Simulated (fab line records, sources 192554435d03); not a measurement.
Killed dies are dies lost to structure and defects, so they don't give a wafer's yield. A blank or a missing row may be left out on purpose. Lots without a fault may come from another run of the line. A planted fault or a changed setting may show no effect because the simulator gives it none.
Chamber matching | flow n5_finfet | N5_BEOL_M1_VIA_ETCH_34 on rie_diel-01: 4 sister chambers
The step etches the open film in C4F6/O2, target depth 67.8 nm, time 64.4 s. 30 wafers are shown with their chamber, then 12 later ones without.

WAFERS WITH THEIR CHAMBER
wafer  | chamber | showerhead_plenum_p_Torr (Torr) | throttle_valve_pct (%) | rf_vpp_V (V)
L074.4 | 3       | 2.71                            | 30.4                   | 675
L074.5 | 0       | 2.89                            | 30.8                   | 645
L074.6 | 3       | 2.71                            | 30.4                   | 676
L075.1 | 0       | 2.89                            | 30.8                   | 645
L075.2 | 1       | 2.82                            | 30.4                   | 676
L075.3 | 2       | 2.83                            | 31.4                   | 678
L075.4 | 3       | 2.71                            | 30.4                   | 675
L075.5 | 0       | 2.89                            | 30.8                   | 646
L075.6 | 3       | 2.71                            | 30.4                   | 676
L079.1 | 0       | 2.89                            | 30.8                   | 645
L079.2 | 1       | 2.82                            | 30.4                   | 678
L079.3 | 3       | 2.71                            | 30.4                   | 676
L079.4 | 2       | 2.82                            | 31.4                   | 678
L079.5 | 1       | 2.82                            | 30.5                   | 675
L079.6 | 2       | 2.82                            | 31.4                   | 679
L082.1 | 3       | 2.71                            | 30.4                   | 675
L082.2 | 0       | 2.89                            | 30.9                   | 644
L082.3 | 1       | 2.82                            | 30.5                   | 675
L082.4 | 2       | 2.82                            | 31.4                   | 677
L082.5 | 0       | 2.89                            | 30.8                   | 643
L082.6 | 3       | 2.71                            | 30.4                   | 675
L080.2 | 3       | 2.71                            | 30.4                   | 675
L080.5 | 2       | 2.82                            | 31.4                   | 679
L080.6 | 3       | 2.71                            | 30.4                   | 674
L085.1 | 3       | 2.71                            | 30.4                   | 675
L085.2 | 0       | 2.89                            | 30.8                   | 646
L085.6 | 0       | 2.88                            | 30.9                   | 644
L084.2 | 2       | 2.82                            | 31.4                   | 677
L084.4 | 2       | 2.82                            | 31.4                   | 678
L084.6 | 3       | 2.70                            | 30.4                   | 675

SIGNATURES (means of the wafers above)
reading                  | chamber 0 | chamber 1 | chamber 2 | chamber 3 | scatter within a chamber
showerhead_plenum_p_Torr | 2.8887    | 2.8200    | 2.8214    | 2.7091    | 0.00319
throttle_valve_pct       | 30.825    | 30.450    | 31.400    | 30.400    | 0.031
rf_vpp_V                 | 644.75    | 676.00    | 678.00    | 675.18    | 0.902
Rule: a wafer's distance from a chamber is the root of the sum, over the readings, of the square of ((its reading less the chamber's mean) divided by the reading's scatter). The wafer belongs to the nearest chamber; if the next one is less than 2 further off, it can't be placed. The scatter: the root of (the sum of the squares of (reading less its chamber's mean) over the shown wafers, divided by (wafers less chambers)).

WAFERS WITHOUT THEIR CHAMBER
wafer  | showerhead_plenum_p_Torr (Torr) | throttle_valve_pct (%) | rf_vpp_V (V)
L086.3 | 2.88                            | 30.8                   | 644
L086.4 | 2.82                            | 31.4                   | 676
L086.5 | 2.88                            | 30.8                   | 645
L088.2 | 2.81                            | 30.5                   | 676
L088.4 | 2.70                            | 30.4                   | 675
L088.5 | 2.82                            | 31.4                   | 676
L094.1 | 2.87                            | 30.9                   | 646
L094.5 | 2.88                            | 30.9                   | 646
L094.6 | 2.70                            | 30.4                   | 674
L095.2 | 2.70                            | 30.5                   | 675
L095.3 | 2.87                            | 30.8                   | 645
L095.4 | 2.69                            | 30.4                   | 675

WHICH CHAMBER EACH WENT THROUGH
wafer  | from the rows above | in truth
L086.3 | 0                   | 0
L086.4 | 2                   | 2
L086.5 | 0                   | 0
L088.2 | 1                   | 1
L088.4 | 3                   | 3
L088.5 | 2                   | 2
L094.1 | 0                   | 0
L094.5 | 0                   | 0
L094.6 | 3                   | 3
L095.2 | 3                   | 3
L095.3 | 0                   | 0
L095.4 | 3                   | 3
Placed correctly: 12 of 12. Can't be placed from these rows: 0. Placed wrongly: 0.
